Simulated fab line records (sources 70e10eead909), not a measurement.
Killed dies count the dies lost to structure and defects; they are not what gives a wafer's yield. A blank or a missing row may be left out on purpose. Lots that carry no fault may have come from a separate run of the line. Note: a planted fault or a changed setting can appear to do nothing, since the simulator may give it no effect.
Chamber matching + flow nandHarc + 4 sister chambers for NHARC_A_CHANNEL_HOLE_D2_DESCUM_15 on rieDiel-05
The step chemistry O2, time 3 s. 8 wafers are shown with their chamber, then 8 later ones without.

== EACH WAFER AND ITS CHAMBER ==
| wafer  | chamber | showerheadPlenumPTorr (Torr) | oesProductAu (a.u.) |
|--------|---------|------------------------------|---------------------|
| L084.2 | 0       | 2.04                         | 0.996               |
| L084.5 | 3       | 1.98                         | 0.992               |
| L089.2 | 1       | 1.99                         | 0.988               |
| L089.4 | 2       | 1.84                         | 1.002               |
| L090.3 | 2       | 1.84                         | 1.000               |
| L090.4 | 1       | 1.99                         | 0.984               |
| L090.5 | 3       | 1.98                         | 0.996               |
| L092.1 | 0       | 2.03                         | 0.992               |

== WAFERS WITH NO CHAMBER GIVEN ==
| wafer  | showerheadPlenumPTorr (Torr) | oesProductAu (a.u.) |
|--------|------------------------------|---------------------|
| L092.2 | 1.97                         | 0.991               |
| L092.3 | 1.99                         | 0.989               |
| L093.1 | 2.03                         | 0.990               |
| L093.4 | 1.84                         | 1.001               |
| L093.5 | 1.97                         | 0.992               |
| L096.1 | 1.97                         | 0.995               |
| L096.2 | 1.84                         | 0.990               |
| L096.5 | 1.84                         | 0.992               |

== EACH ONE'S CHAMBER ==
| wafer  | from the rows above | in truth |
|--------|---------------------|----------|
| L092.2 | 3                   | 3        |
| L092.3 | 1                   | 1        |
| L093.1 | 0                   | 0        |
| L093.4 | 2                   | 2        |
| L093.5 | 3                   | 3        |
| L096.1 | 3                   | 3        |
| L096.2 | 2                   | 2        |
| L096.5 | 2                   | 2        |
Correctly placed: 8 of 8. From these rows, 0 cannot be placed. 0 placed wrongly.
How it was worked out, from the rows above alone: a wafer's distance from a chamber is the root of the sum, over the readings, of the square of ((its reading less the chamber's mean) divided by the reading's scatter). If the next closest chamber is less than 2 further off than the closest, the wafer can't be placed; otherwise it belongs to the closest. A chamber's mean is the mean of its shown wafers. The scatter: the root of (the sum of the squares of (reading less its chamber's mean) over the shown wafers, divided by (wafers less chambers)).
